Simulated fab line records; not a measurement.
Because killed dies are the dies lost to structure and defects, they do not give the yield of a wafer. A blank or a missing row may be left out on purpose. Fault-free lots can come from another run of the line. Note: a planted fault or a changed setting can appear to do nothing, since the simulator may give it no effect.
Matching of chambers -- flow n5 finfet -- rie diel-06 running N5_BEOL_M3_ETCH_63: 4 sister chambers
The step etches SiARC in CF4, target depth 15.6 nm, time 26 s. 20 wafers are shown with their chamber, then 10 later ones without.

WAFERS PAIRED WITH THEIR CHAMBERS
wafer,chamber,showerhead plenum p Torr (Torr),throttle valve pct (%),drypump motor current A (A)
L075.3,3,2.11,15.42,5.7
L075.5,3,2.11,15.43,5.8
L075.6,2,2.04,15.99,6.1
L077.3,1,2.10,15.29,6.5
L077.4,2,2.04,16.02,6.1
L077.6,3,2.11,15.41,5.7
L078.1,1,2.10,15.28,6.4
L078.3,2,2.04,16.00,6.1
L078.5,3,2.11,15.41,5.7
L081.1,1,2.10,15.31,6.5
L081.2,2,2.04,16.02,6.1
L081.6,1,2.10,15.30,6.4
L082.1,3,2.10,15.44,5.7
L082.4,1,2.10,15.29,6.5
L082.6,0,2.19,15.63,6.8
L083.4,3,2.10,15.43,5.8
L083.5,3,2.10,15.45,5.8
L083.6,0,2.19,15.65,6.7
L086.2,2,2.04,16.04,6.1
L086.3,1,2.10,15.33,6.5

SIGNATURES (averages over the wafers above)
reading,chamber 0,chamber 1,chamber 2,chamber 3,scatter within a chamber
showerhead plenum p Torr,2.1900,2.1000,2.0400,2.1057,0.00327
throttle valve pct,15.6400,15.3000,16.0140,15.4271,0.0171
drypump motor current A,6.750,6.467,6.100,5.743,0.0471
Rule: a wafer's distance from a chamber is the root of the sum, over the readings, of the square of ((its reading less the chamber's mean) divided by the reading's scatter). The wafer belongs to the nearest chamber; if the next one is less than 2 further off, it can't be placed. The scatter is the square root of a quotient: the sum, over the shown wafers, of each reading's squared deviation from its chamber's mean, divided by wafers minus chambers.

WAFERS MISSING THEIR CHAMBER
wafer,showerhead plenum p Torr (Torr),throttle valve pct (%),drypump motor current A (A)
L086.6,2.10,15.31,6.5
L088.1,2.03,16.06,6.1
L088.2,2.09,15.32,6.5
L088.4,2.19,15.66,6.8
L089.2,2.19,15.65,6.8
L089.4,2.03,16.07,6.1
L089.5,2.19,15.64,6.8
L093.1,2.10,15.49,5.7
L093.2,2.18,15.67,6.7
L093.3,2.09,15.34,6.5

WHICH CHAMBER EACH WENT THROUGH
wafer,from the rows above,in truth
L086.6,1,1
L088.1,2,2
L088.2,1,1
L088.4,0,0
L089.2,0,0
L089.4,2,2
L089.5,0,0
L093.1,3,3
L093.2,0,0
L093.3,1,1
Placed correctly: 10 of 10. Number that these rows cannot place: 0. Placed wrongly: 0.
